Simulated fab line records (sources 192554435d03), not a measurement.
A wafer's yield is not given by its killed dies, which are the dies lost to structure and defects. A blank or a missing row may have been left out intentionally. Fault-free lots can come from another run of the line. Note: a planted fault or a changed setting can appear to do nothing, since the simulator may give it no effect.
Comparing a struck lot with a sound one || flow n5Finfet || 36 out of 1938 route steps
Sound: the wafers L698.1, L698.5, L698.6. Wafers struck: L693.1, L693.3, L693.5. The cause is named last.
At each step with rows: each side's tool, then ch and its chambers, then its first start. Under that, the readings that differ: sound wafers || struck wafers || difference of the means || sigmas: that difference in standard deviations of wafers without a fault.
alike: readings with means less than 2 such deviations apart, plus words and numbers identical on both sides. not compared: withheld readings, readings lacking a value on some wafer, bounds such as >300 that could conceal the same value, and numbers that have no deviation in the record and whose values overlap.
A row with sigmas, a row that says differs or no value, or rows on one side alone: a step with any of these is where the two part. Non-overlapping numbers with no deviation appear without sigmas and do not part them. Lack of a reading on every wafer of one side parts them only where that side has two or more wafers.

first, 9 steps without rows for these wafers: N5_BEOL_M13_PRE_CLEAN_42 (time 30 s); N5_BEOL_M13_SPUTTER_43 (material TaN, target thk 15 nm, time 24.19 s); N5_BEOL_M13_SPUTTER_44 (material Ta, target thk 10 nm, time 16.13 s); N5_BEOL_M13_SPUTTER_45 (material Cu, target thk 80 nm, time 13.33 s); N5_BEOL_M13_ECD_47 (material Cu, target thk 936 nm); N5_BEOL_M13_ANNEAL_48 (time 90 s); N5_BEOL_M13_CMP_49 (polishes, stops on SiOC, t overpolish 17.1 s, target thk 420 nm); N5_BEOL_M13_PRE_CLEAN_52 (time 15 s); N5_BEOL_M13_DEP_53 (deposits SiCN from 3MS/NH3, target thk 50 nm, time 17.8 s).
N5_BEOL_M14_ILD_DEP_00: deposits SiO2 from TEOS/O2, target thk 1119.3 nm, time 237.4 s.
  sound on pecvd-01 ch 1,2, day 15 16:53; struck on pecvd-04 ch 0,2, day 13 18:49
{"reading": "susceptorTempC (C)", "sound": "400.40 400.13 400.47", "struck": "404.04 403.99 403.88", "difference": "+3.64", "sigmas": "+17"}
  alike: heaterPowerW, showerheadPlenumPTorr, throttleValvePct
  not compared: model.SiO2_of_BEOL_M14_ILD_DEP_00.thkNm
then, 10 steps without rows for these wafers: N5_BEOL_M14_COAT_58 (time 60 s, resist thk 89 nm); N5_BEOL_M14_COAT_04 (resist thk 800 nm); N5_BEOL_M14_EBR_06; N5_BEOL_M14_SOFTBAKE_05 (time 60 s); N5_BEOL_M14_EXPOSE_07 (exposes mask V13); N5_BEOL_M14_PEB_08 (peb time 90 s); N5_BEOL_M14_DEVELOP_09 (develop time 45 s); N5_BEOL_M14_HARDBAKE_14 (time 120 s); N5_BEOL_M14_DESCUM_15 (chemistry O2, time 7.9 s); N5_BEOL_M14_ETCH_59 (etches BARC in N2/H2, target depth 89 nm, overetch 26.7 nm, time 67.9 s).
N5_BEOL_M14_VIA_ETCH_16: etches SiO2 in C4F8/O2/Ar, target depth 1231.3 nm.
  sound on rieDiel-04 ch 0,1, day 15 17:34; struck on rieDiel-01 ch 0,1,2, day 13 19:37
  alike: drypumpMotorCurrentA, oesProductAu, rfVppV, showerheadPlenumPTorr, throttleValvePct
  not compared: model.etch.depthNm
then, 13 steps without rows for these wafers: N5_BEOL_M14_STRIP_63 (strips in O2); N5_BEOL_M14_STRIP_64 (strips in O2); N5_BEOL_M14_STRIP_71 (strips in post etch residue remover, time 60 s); N5_BEOL_M14_SRD_72 (time 30 s, dry time 30 s); N5_BEOL_M14_COAT_65 (time 60 s, resist thk 450 nm); N5_BEOL_M14_COAT_66 (time 60 s, resist thk 110 nm); N5_BEOL_M14_COAT_22 (resist thk 300 nm); N5_BEOL_M14_EBR_24; N5_BEOL_M14_SOFTBAKE_23 (time 60 s); N5_BEOL_M14_EXPOSE_25 (exposes mask M14, target cd 280 nm); N5_BEOL_M14_PEB_26 (peb time 90 s); N5_BEOL_M14_DEVELOP_27 (develop time 45 s); N5_BEOL_M14_HARDBAKE_32 (time 120 s).
N5_BEOL_M14_CMP_49: polishes, stops on SiO2, t overpolish 5.2 s, target thk 560 nm.
  sound on cmp-03 ch 0,1,3, day 15 23:16; struck on cmp-01 ch 0,2, day 13 23:48
  alike: barrierFieldEndpointS, motorCurrentA, overpolishRunS, retainingRingPressureFrac, timeToEndpointS
  not compared: model.SiO2_of_BEOL_M14_ILD_DEP_00.thkNm
N5_PASSIVATION_PROBE_49:
  struck on prober-02, day 14 21:41; sound on prober-02, day 16 21:05
{"reading": "killedShort", "sound": 40, "struck": "19 24 29", "difference": -16, "sigmas": -2}
  alike: defectLimitedYield, killed_at_M0_to_M3, killed_at_M4_up, killedAtContacts, killedAtFrontEnd, killedAtOther, killedDies, killedOnRim, killedOpen, sort_bin_5_function, sort_bin_6_memory, sort_bin_8_speed, sortNPass

WHERE THEY PART
First at N5_BEOL_M14_ILD_DEP_00; last, within this record, at N5_PASSIVATION_PROBE_49.

WHY: whatever the simulator had introduced
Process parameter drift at N5_BEOL_M14_ILD_DEP_00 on pecvd-04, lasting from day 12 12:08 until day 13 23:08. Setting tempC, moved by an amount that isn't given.
